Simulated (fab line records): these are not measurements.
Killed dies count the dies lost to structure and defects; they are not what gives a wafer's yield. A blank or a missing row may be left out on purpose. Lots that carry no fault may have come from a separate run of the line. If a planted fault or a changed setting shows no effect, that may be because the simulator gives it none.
fab line records	flow n5_finfet	part 1 of 2: steps 1 to 18 of 28
record lots=5	wafers=15	last_day=15
route steps=1938 shown BEOL_M2@849
lots that met no fault: taken from a fault-free run of the same line
start_h: start of the lot's first displayed wafer, in hours after the record's first day	wait_h: time in hours since the lot's previous step	" same as the row above	L1.1+2: one row covering several wafers at once	- value missing, or start not given	* or withheld: withheld	< > ~ a bound
route shown NAME@n: a module of which the file shows steps, and the number in the route of the first	usual: mean/standard deviation of fault-free wafers	same: alike in all rows	chamber/n: place in a boat	sites: each site's reading	_std_site: standard deviation of those values	_edge_site: mean of outer sites minus mean of inner sites	radius_mm: for every site, how far away it sits from the centre of the wafer	mask NAME#n: copy n	behind: tool/chamber where the wafer was last shaped	hold: why the lot was held/for how many hours/how that ended	device: the n, p or np transistor that did not switch	end of line: at the end of the route, the tests of the same wafers	a step given without rows: its recipe and nothing more	killed: the dies lost at the first sort to structure and to defects; this is not the yield of the wafer	map: a wafer's dies, marking killed ones x, the rest . and places with no die _
set.NAME: setting as actually run; set.NAME@STEP: the setting as run at that earlier step	model.NAME: the simulator's own value behind a step, which no gauge read
lots at selected steps of the route; one table per step, one row per wafer
services: the hour from which a tool's chamber was out of use, counted from the record's first day as start_h (under 0 if before that day), plus the number of hours and why
## steps
# step N5_BEOL_M2_EBR_07
# recipe solvent=PGMEA	ebr_width_mm=1.5
# usual exhaust_pa=45.0/0.92
lot.wafer	tool	chamber	start_h	wait_h	exhaust_pa
L080.2	litho_track-05	0	-	-	45.0
L080.5	"	0	"	"	45.2
L080.6	"	0	"	"	44.0
L082.1	litho_track-04	0	-	-	44.8
L082.3	"	0	"	"	44.2
L082.5	"	0	"	"	44.1
L084.1	litho_track-05	0	-	-	45.2
L084.2	"	0	"	"	45.0
L084.6	"	0	"	"	44.6
L085.2	litho_track-02	0	-	-	45.8
L085.3	"	0	"	"	44.1
L085.6	"	0	"	"	44.5
L087.1	litho_track-05	0	-	-	45.3
L087.2	"	0	"	"	44.6
L087.5	"	0	"	"	44.0
# step N5_BEOL_M2_SOFTBAKE_06
# recipe temp_c=110	time_s=60	resist=CAR-EUV
# usual exhaust_pa=45.0/0.88	plate_temp_C=110.01/0.13
lot.wafer	tool	chamber	start_h	wait_h	exhaust_pa	plate_temp_C
L080.2	litho_track-05	0	-	-	46.1	110.11
L080.5	"	0	"	"	45.6	110.05
L080.6	"	0	"	"	43.8	109.87
L082.1	litho_track-04	0	-	-	45.2	110.15
L082.3	"	0	"	"	43.7	110.05
L082.5	"	0	"	"	44.5	110.22
L084.1	litho_track-05	0	-	-	44.0	110.01
L084.2	"	0	"	"	44.7	110.05
L084.6	"	0	"	"	45.3	110.15
L085.2	litho_track-02	0	-	-	45.0	109.91
L085.3	"	0	"	"	45.1	109.98
L085.6	"	0	"	"	45.1	110.08
L087.1	litho_track-05	0	-	-	45.0	110.13
L087.2	"	0	"	"	43.2	109.88
L087.5	"	0	"	"	44.1	109.91
# step N5_BEOL_M2_EXPOSE_08
# recipe mask_id=M2	na=0.33	source_shape=dipole	sigma_inner=0.369	sigma_outer=0.767	polarization=unpolarized	dose_mj=41.25
# usual focus_offset_nm=-0.1/0.53	reticle_temp_C=22.99/0.11
lot.wafer	tool	chamber	start_h	wait_h	mask	focus_offset_nm	reticle_temp_C
L080.2	euv_scanner-02	0	166.28	-	M2#0	-0.4	22.95
L080.5	"	0	"	"	M2#0	-0.5	22.93
L080.6	"	0	"	"	M2#0	0.1	22.93
L082.1	euv_scanner-02	0	185.89	-	M2#0	0.6	22.96
L082.3	"	0	"	"	M2#0	0.2	22.95
L082.5	"	0	"	"	M2#0	-0.8	22.97
L084.1	euv_scanner-02	0	199.67	-	M2#0	-0.2	22.73
L084.2	"	0	"	"	M2#0	0.5	22.79
L084.6	"	0	"	"	M2#0	0.4	22.96
L085.2	euv_scanner-02	0	206.05	-	M2#0	-0.1	22.94
L085.3	"	0	"	"	M2#0	-0.1	23.02
L085.6	"	0	"	"	M2#0	0.6	22.94
L087.1	euv_scanner-02	0	211.72	-	M2#0	-0.7	23.08
L087.2	"	0	"	"	M2#0	0.3	23.03
L087.5	"	0	"	"	M2#0	0.0	23.01
# step N5_BEOL_M2_PEB_09
# recipe peb_temp_c=100	peb_time_s=60	resist=CAR-EUV
# usual exhaust_pa=45.0/0.85	plate_temp_C=99.99/0.12
# same peb_time_s=60
lot.wafer	tool	chamber	start_h	wait_h	exhaust_pa	plate_temp_C
L080.2	litho_track-05	0	166.34	0.1	45.6	100.17
L080.5	"	0	"	"	46.4	100.01
L080.6	"	0	"	"	45.3	99.97
L082.1	litho_track-04	0	185.96	0.1	44.4	99.84
L082.3	"	0	"	"	44.0	99.91
L082.5	"	0	"	"	45.3	99.70
L084.1	litho_track-05	0	199.73	0.1	43.3	100.02
L084.2	"	0	"	"	45.2	100.05
L084.6	"	0	"	"	45.5	100.02
L085.2	litho_track-04	0	206.11	0.1	44.0	100.06
L085.3	"	0	"	"	44.8	99.92
L085.6	"	0	"	"	44.5	99.85
L087.1	litho_track-05	0	211.79	0.1	45.2	99.93
L087.2	"	0	"	"	45.1	100.14
L087.5	"	0	"	"	44.7	100.10
# step N5_BEOL_M2_DEVELOP_10
# recipe develop_time_s=30	developer=TMAH	resist=CAR-EUV	rinse_liquid=surfactant_rinse	dry=air_spin	dev_temp_c=23
# usual exhaust_pa=44.9/0.95
lot.wafer	tool	chamber	start_h	wait_h	exhaust_pa
L080.2	litho_track-05	0	-	-	45.1
L080.5	"	0	"	"	44.4
L080.6	"	0	"	"	44.5
L082.1	litho_track-04	0	-	-	43.2
L082.3	"	0	"	"	45.1
L082.5	"	0	"	"	43.9
L084.1	litho_track-05	0	-	-	45.5
L084.2	"	0	"	"	43.3
L084.6	"	0	"	"	43.8
L085.2	litho_track-04	0	-	-	44.4
L085.3	"	0	"	"	44.4
L085.6	"	0	"	"	44.4
L087.1	litho_track-05	0	-	-	47.1
L087.2	"	0	"	"	44.5
L087.5	"	0	"	"	45.7
# step N5_BEOL_M2_CD_MEAS_11
# recipe target_cd_nm=16.79	landing_energy_ev=500	detector=se_inlens	polarity=opening
# usual cd_nm=16.87/0.23
# same landing_energy_ev=500
lot.wafer	tool	chamber	start_h	wait_h	cd_nm
L080.2	cd_sem-02	0	166.41	-	16.63
L080.5	"	0	"	"	16.82
L080.6	"	0	"	"	16.79
L082.1	cd_sem-01	0	186.03	-	17.10
L082.3	"	0	"	"	16.82
L082.5	"	0	"	"	16.93
L084.1	cd_sem-01	0	199.80	-	16.85
L084.2	"	0	"	"	16.97
L084.6	"	0	"	"	16.95
L085.2	cd_sem-01	0	206.18	-	17.00
L085.3	"	0	"	"	17.01
L085.6	"	0	"	"	17.18
L087.1	cd_sem-02	0	211.85	-	17.26
L087.2	"	0	"	"	16.70
L087.5	"	0	"	"	16.88
# step N5_BEOL_M2_OVL_MEAS_12
# recipe points_per_wafer=522
# usual M2_OVL=-0.3/0.62
lot.wafer	tool	chamber	start_h	wait_h	M2_OVL[nm]
L080.2	overlay-01	0	166.45	0.0	-0.4
L080.5	"	0	"	"	-1.4
L080.6	"	0	"	"	-1.0
L082.1	overlay-01	0	186.06	0.0	-0.5
L082.3	"	0	"	"	-0.4
L082.5	"	0	"	"	-0.4
L084.1	overlay-01	0	199.83	0.0	0.5
L084.2	"	0	"	"	0.1
L084.6	"	0	"	"	0.5
L085.2	overlay-02	0	206.21	0.0	-0.2
L085.3	"	0	"	"	-0.1
L085.6	"	0	"	"	0.2
L087.1	overlay-01	0	211.88	0.0	-0.9
L087.2	"	0	"	"	-0.6
L087.5	"	0	"	"	-1.2
# step N5_BEOL_M2_INSPECT_13
# recipe mode=adi	inspect_instrument=brightfield
# usual raw_defect_count=416/88
lot.wafer	tool	chamber	start_h	wait_h	raw_defect_count
L080.2	defect_inspect-01	-	166.50	0.0	357
L080.5	"	-	"	"	277
L080.6	"	-	"	"	414
L082.1	defect_inspect-01	-	186.11	0.1	277
L082.3	"	-	"	"	275
L082.5	"	-	"	"	388
L084.1	defect_inspect-01	-	199.89	0.1	348
L084.2	"	-	"	"	413
L084.6	"	-	"	"	341
L085.2	defect_inspect-02	-	206.27	0.0	339
L085.3	"	-	"	"	446
L085.6	"	-	"	"	477
L087.1	defect_inspect-01	-	211.94	0.1	371
L087.2	"	-	"	"	357
L087.5	"	-	"	"	438
# step N5_BEOL_M2_DESCUM_16
# recipe chemistry=O2	time_s=7	source_power_w=50	bias_power_w=20	pressure_mtorr=20	rf_frequency_hz=2.712e+07	temp_c=40	resist=CAR-EUV	o2_flow_sccm=225
# usual drypump_motor_current_A=5.8/0.43	oes_product_au=0.83/0.088	rf_vpp_V=243.6/1.2	showerhead_plenum_p_Torr=2.12/0.06	throttle_valve_pct=20.40/0.23
lot.wafer	tool	chamber	start_h	wait_h	drypump_motor_current_A	oes_product_au	rf_hours_counter_h	rf_vpp_V	showerhead_plenum_p_Torr	throttle_valve_pct
L080.2	rie_diel-01	3	166.53	0.0	5.5	0.72	217	242.1	2.07	20.59
L080.5	"	0	"	"	6.7	0.69	-	243.6	2.16	20.74
L080.6	"	1	"	"	6.4	0.87	-	243.4	2.11	19.96
L082.1	rie_diel-06	0	186.25	0.1	5.2	0.79	137	244.6	2.16	20.27
L082.3	"	3	"	"	5.6	0.76	179	243.5	2.07	20.75
L082.5	"	0	"	"	5.1	0.79	-	243.6	2.16	20.27
L084.1	rie_diel-03	0	199.92	0.0	5.9	0.91	23	244.9	2.14	20.48
L084.2	"	3	"	"	5.8	0.94	13	242.0	2.05	20.02
L084.6	"	1	"	"	6.0	0.85	-	242.0	2.04	20.39
L085.2	rie_diel-06	1	206.46	0.2	6.0	0.88	46	245.2	2.24	20.30
L085.3	"	0	"	"	5.1	0.78	148	244.0	2.16	20.31
L085.6	"	1	"	"	6.1	0.87	-	244.5	2.24	20.32
L087.1	rie_diel-03	2	212.04	0.1	5.4	0.87	40	242.9	2.12	20.39
L087.2	"	1	"	"	6.0	0.85	56	242.3	2.04	20.41
L087.5	"	1	"	"	6.0	0.84	-	242.6	2.04	20.41
# step N5_BEOL_M2_ETCH_74
# recipe chemistry=N2/H2	target=underlayer	target_depth_a=65	mask_material=CAR-EUV	time_s=5.2	ion_energy_ev=200	pressure_mtorr=30	source_w=840	bias_w=150	n2_flow_sccm=200	h2_flow_sccm=200	ends=cleared
# usual drypump_motor_current_A=5.8/0.43	etch_rf_on_time_s=5.15/0.12	oes_product_au=0.71/0.075	rf_vpp_V=524.8/2.3	showerhead_plenum_p_Torr=2.58/0.07	throttle_valve_pct=17.89/0.29
lot.wafer	tool	chamber	start_h	wait_h	drypump_motor_current_A	etch_rf_on_time_s	oes_product_au	rf_hours_counter_h	rf_vpp_V	showerhead_plenum_p_Torr	throttle_valve_pct
L080.2	rie_diel-01	3	166.57	0.0	5.5	5.17	0.61	217	524.1	2.52	18.09
L080.5	"	0	"	"	6.7	5.31	0.59	-	525.7	2.62	18.11
L080.6	"	1	"	"	6.4	5.09	0.74	-	525.9	2.57	17.38
L082.1	rie_diel-06	0	186.29	0.0	5.1	5.27	0.66	137	528.2	2.66	17.99
L082.3	"	3	"	"	5.6	4.98	0.65	179	523.8	2.54	18.37
L082.5	"	0	"	"	5.1	5.29	0.66	-	526.8	2.66	17.98
L084.1	rie_diel-03	0	199.96	0.0	5.9	5.20	0.79	23	522.1	2.59	17.90
L084.2	"	3	"	"	5.7	4.95	0.82	13	523.1	2.49	17.55
L084.6	"	1	"	"	6.0	5.11	0.72	-	522.1	2.48	17.80
L085.2	rie_diel-06	1	206.49	0.0	6.1	5.10	0.74	46	528.3	2.70	17.58
L085.3	"	0	"	"	5.1	5.32	0.66	148	526.5	2.66	18.03
L085.6	"	1	"	"	6.1	5.09	0.74	-	527.0	2.70	17.58
L087.1	rie_diel-03	2	212.07	0.0	5.3	5.31	0.74	40	525.7	2.60	17.89
L087.2	"	1	"	"	6.0	5.09	0.71	56	519.8	2.47	17.85
L087.5	"	1	"	"	6.0	5.09	0.72	-	521.2	2.48	17.82
# step N5_BEOL_M2_ETCH_63
# recipe chemistry=CF4	target=SiARC	target_depth_a=156	mask_material=CAR-EUV	time_s=26	ion_energy_ev=80	pressure_mtorr=40	source_w=545	bias_w=36	Ar_flow_sccm=100	cf4_flow_sccm=100	ends=cleared
# usual drypump_motor_current_A=5.8/0.43	etch_rf_on_time_s=25.8/0.67	oes_product_au=0.71/0.075	rf_vpp_V=184.3/1.1	showerhead_plenum_p_Torr=2.17/0.054	throttle_valve_pct=15.59/0.25
lot.wafer	tool	chamber	start_h	wait_h	drypump_motor_current_A	etch_rf_on_time_s	oes_product_au	rf_hours_counter_h	rf_vpp_V	showerhead_plenum_p_Torr	throttle_valve_pct
L080.2	rie_diel-01	3	166.58	0.0	5.5	25.7	0.60	217	185.0	2.12	15.75
L080.5	"	0	"	"	6.7	26.6	0.58	-	184.1	2.19	15.89
L080.6	"	1	"	"	6.4	25.5	0.74	-	183.2	2.16	15.23
L082.1	rie_diel-06	0	186.30	0.0	5.1	26.4	0.67	137	184.8	2.23	15.63
L082.3	"	3	"	"	5.7	24.5	0.66	179	183.8	2.13	16.03
L082.5	"	0	"	"	5.1	26.4	0.67	-	184.8	2.23	15.65
L084.1	rie_diel-03	0	199.98	0.0	5.9	26.3	0.77	23	185.7	2.19	15.64
L084.2	"	3	"	"	5.7	25.0	0.82	13	184.1	2.10	15.21
L084.6	"	1	"	"	6.0	25.7	0.74	-	183.5	2.09	15.56
L085.2	rie_diel-06	1	206.51	0.0	6.1	25.6	0.74	46	187.2	2.27	15.35
L085.3	"	0	"	"	5.1	26.8	0.66	148	186.5	2.23	15.65
L085.6	"	1	"	"	6.1	25.6	0.74	-	183.5	2.27	15.34
L087.1	rie_diel-03	2	212.09	0.0	5.3	26.5	0.74	40	185.7	2.17	15.56
L087.2	"	1	"	"	6.0	25.5	0.73	56	184.0	2.09	15.55
L087.5	"	1	"	"	6.0	25.6	0.73	-	182.8	2.09	15.57
# step N5_BEOL_M2_ETCH_64
# recipe chemistry=N2/H2	target=SOC	target_depth_a=750	overetch_a=225	mask_material=SiARC	temp_c=40	time_s=121.9	ion_energy_ev=200	pressure_mtorr=30	source_w=840	bias_w=150	n2_flow_sccm=200	h2_flow_sccm=200
# usual drypump_motor_current_A=5.8/0.43	oes_product_au=0.63/0.064	rf_vpp_V=524.7/1.9	showerhead_plenum_p_Torr=2.58/0.07	throttle_valve_pct=17.85/0.29
lot.wafer	tool	chamber	start_h	wait_h	drypump_motor_current_A	oes_product_au	rf_hours_counter_h	rf_vpp_V	showerhead_plenum_p_Torr	throttle_valve_pct
L080.2	rie_diel-01	3	166.61	0.0	5.5	0.54	217	523.3	2.52	18.07
L080.5	"	0	"	"	6.7	0.52	-	526.2	2.62	18.10
L080.6	"	1	"	"	6.4	0.66	-	525.2	2.57	17.34
L082.1	rie_diel-06	0	186.33	0.0	5.2	0.60	137	526.3	2.66	17.95
L082.3	"	3	"	"	5.7	0.57	179	523.5	2.54	18.33
L082.5	"	0	"	"	5.2	0.60	-	527.6	2.66	17.96
L084.1	rie_diel-03	0	200.00	0.0	5.9	0.69	23	523.4	2.59	17.87
L084.2	"	3	"	"	5.7	0.70	13	523.0	2.49	17.49
L084.6	"	1	"	"	6.0	0.65	-	523.4	2.48	17.77
L085.2	rie_diel-06	1	206.53	0.0	6.0	0.66	47	529.0	2.70	17.54
L085.3	"	0	"	"	5.2	0.59	148	526.9	2.66	17.98
L085.6	"	1	"	"	6.0	0.66	-	527.8	2.70	17.53
L087.1	rie_diel-03	2	212.12	0.0	5.3	0.66	40	526.0	2.60	17.85
L087.2	"	1	"	"	6.0	0.64	56	521.1	2.47	17.79
L087.5	"	1	"	"	6.0	0.64	-	522.8	2.47	17.77
# step N5_BEOL_M2_STRIP_65
# recipe chemistry=N2/H2	temp_c=40	n2_flow_sccm=200	h2_flow_sccm=200	rf_frequency_hz=6e+07
lot.wafer	tool	chamber	start_h	wait_h
L080.2+5+6	rie_diel-01	3,0,1	166.72	0.1
L082.1+3+5	rie_diel-06	0,3,0	186.45	0.1
L084.1+2+6	rie_diel-03	0,3,1	200.12	0.1
L085.2+3+6	rie_diel-06	1,0,1	206.65	0.1
L087.1+2+5	rie_diel-03	2,1,1	212.23	0.1
# step N5_BEOL_M2_STRIP_75
# recipe chemistry=N2/H2	temp_c=40	n2_flow_sccm=200	h2_flow_sccm=200	rf_frequency_hz=6e+07
lot.wafer	tool	chamber	start_h	wait_h
L080.2+5+6	rie_diel-01	3,0,1	166.73	0.0
L082.1+3+5	rie_diel-06	0,3,0	186.46	0.0
L084.1+2+6	rie_diel-03	0,3,1	200.13	0.0
L085.2+3+6	rie_diel-06	1,0,1	206.66	0.0
L087.1+2+5	rie_diel-03	2,1,1	212.24	0.0
# step N5_BEOL_M2_STRIP_66
# recipe chemistry=CF4	resist=SiARC	power_w=300	bias_power_w=75	pressure_mtorr=50	cf4_flow_sccm=150	rf_frequency_hz=6e+07
# usual drypump_motor_current_A=5.8/0.43	oes_product_au=0.82/0.084	rf_vpp_V=271.8/1.4	showerhead_plenum_p_Torr=1.81/0.041	throttle_valve_pct=13.54/0.28
lot.wafer	tool	chamber	start_h	wait_h	drypump_motor_current_A	oes_product_au	rf_hours_counter_h	rf_vpp_V	showerhead_plenum_p_Torr	throttle_valve_pct
L080.2	rie_diel-01	3	166.74	0.0	5.5	0.70	217	271.4	1.77	13.77
L080.5	"	0	"	"	6.7	0.69	-	271.9	1.84	13.90
L080.6	"	1	"	"	6.4	0.85	-	271.2	1.80	13.18
L082.1	rie_diel-06	0	186.47	0.0	5.1	0.78	137	272.7	1.86	13.57
L082.3	"	3	"	"	5.7	0.74	179	269.7	1.80	14.03
L082.5	"	0	"	"	5.2	0.79	-	272.1	1.86	13.56
L084.1	rie_diel-03	0	200.14	0.0	5.8	0.90	23	273.6	1.84	13.59
L084.2	"	3	"	"	5.7	0.92	13	270.3	1.77	13.20
L084.6	"	1	"	"	6.0	0.84	-	271.4	1.74	13.44
L085.2	rie_diel-06	1	206.67	0.0	6.0	0.85	47	271.9	1.88	13.25
L085.3	"	0	"	"	5.1	0.77	148	273.6	1.85	13.60
L085.6	"	1	"	"	6.0	0.86	-	273.3	1.88	13.23
L087.1	rie_diel-03	2	212.25	0.0	5.3	0.87	40	272.0	1.81	13.45
L087.2	"	1	"	"	6.0	0.83	56	270.0	1.74	13.44
L087.5	"	1	"	"	6.0	0.84	-	271.3	1.74	13.44
# step N5_BEOL_M2_HM_OPEN_17
# recipe chemistry=Cl2/BCl3	target_depth_a=200	overetch_a=60	target=TiN	mask_material=SOC	ion_energy_ev=150	pressure_mtorr=10	icp_w=1000	bias_w=126	Cl2_flow_sccm=53.25	bcl3_flow_sccm=21.75	Ar_flow_sccm=25
# usual drypump_motor_current_A=5.6/0.43	oes_product_au=0.60/0.086	throttle_valve_pct=22.29/0.19
lot.wafer	tool	chamber	start_h	wait_h	drypump_motor_current_A	oes_product_au	rf_hours_counter_h	throttle_valve_pct
L080.2	rie_metal-01	1	166.78	0.0	6.1	0.58	92	22.53
L080.5	"	1	"	"	6.1	0.58	-	22.50
L080.6	"	0	"	"	5.7	0.52	-	22.34
L082.1	rie_metal-02	1	186.51	0.0	6.1	0.57	82	22.39
L082.3	"	0	"	"	5.1	0.66	-	22.04
L082.5	"	0	"	"	5.1	0.66	-	22.08
L084.1	rie_metal-01	0	200.18	0.0	5.6	0.51	125	22.35
L084.2	"	1	"	"	6.1	0.57	96	22.54
L084.6	"	1	"	"	6.1	0.57	-	22.55
L085.2	rie_metal-03	0	206.71	0.0	5.7	0.51	122	22.46
L085.3	"	0	"	"	5.7	0.51	-	22.46
L085.6	"	1	"	"	5.1	0.79	-	22.01
L087.1	rie_metal-01	0	212.29	0.0	5.6	0.51	126	22.33
L087.2	"	1	"	"	6.1	0.56	97	22.54
L087.5	"	1	"	"	6.1	0.55	-	22.53
# step N5_BEOL_M2_STRIP_19
# recipe chemistry=O2	power_w=400	temp_c=40	pressure_mtorr=30	rf_frequency_hz=6e+07	bias_power_w=0	overash_fraction=0.2	o2_flow_sccm=225
# usual drypump_motor_current_A=5.8/0.44	oes_product_au=0.84/0.089	rf_vpp_V=3.6/0.49	showerhead_plenum_p_Torr=2.11/0.055	throttle_valve_pct=16.61/0.23
lot.wafer	tool	chamber	start_h	wait_h	drypump_motor_current_A	oes_product_au	rf_hours_counter_h	rf_vpp_V	showerhead_plenum_p_Torr	throttle_valve_pct
L080.2	rie_diel-01	3	167.03	0.2	5.5	0.70	217	3.2	2.08	16.84
L080.5	"	3	"	"	5.5	0.71	-	3.6	2.08	16.86
L080.6	"	0	"	"	6.7	0.68	-	3.8	2.16	17.00
L082.1	rie_diel-03	1	186.62	0.1	6.0	0.86	47	2.8	2.04	16.61
L082.3	"	0	"	"	5.9	0.93	18	4.1	2.14	16.69
L082.5	"	2	"	"	5.3	0.88	-	3.3	2.13	16.61
L084.1	rie_diel-03	1	200.29	0.1	6.0	0.86	51	3.7	2.04	16.59
L084.2	"	2	"	"	5.4	0.88	35	3.9	2.13	16.63
L084.6	"	2	"	"	5.4	0.88	-	3.0	2.13	16.64
L085.2	rie_diel-06	3	206.82	0.1	5.7	0.74	190	3.8	2.07	17.03
L085.3	"	0	"	"	5.2	0.78	148	3.0	2.16	16.60
L085.6	"	1	"	"	6.0	0.88	-	3.7	2.24	16.51
L087.1	rie_diel-01	0	212.40	0.1	6.7	0.95	10	3.5	2.16	16.51
L087.2	"	3	"	"	5.5	0.69	237	3.4	2.07	16.88
L087.5	"	1	"	"	6.4	0.83	-	4.0	2.11	16.28
# step N5_BEOL_M2_CD_MEAS_18
# recipe pitch_nm=36	target_cd_nm=18
# usual cd_nm=18.0/0.35
lot.wafer	tool	chamber	start_h	wait_h	cd_nm
L080.2	cd_sem-01	-	167.10	0.1	17.8
L080.5	"	-	"	"	18.1
L080.6	"	-	"	"	18.4
L082.1	cd_sem-03	-	186.69	0.0	17.6
L082.3	"	-	"	"	18.4
L082.5	"	-	"	"	17.8
L084.1	cd_sem-03	-	200.36	0.0	17.6
L084.2	"	-	"	"	17.8
L084.6	"	-	"	"	18.0
L085.2	cd_sem-01	-	206.89	0.1	18.7
L085.3	"	-	"	"	17.8
L085.6	"	-	"	"	18.4
L087.1	cd_sem-01	-	212.47	0.0	17.9
L087.2	"	-	"	"	18.0
L087.5	"	-	"	"	17.6
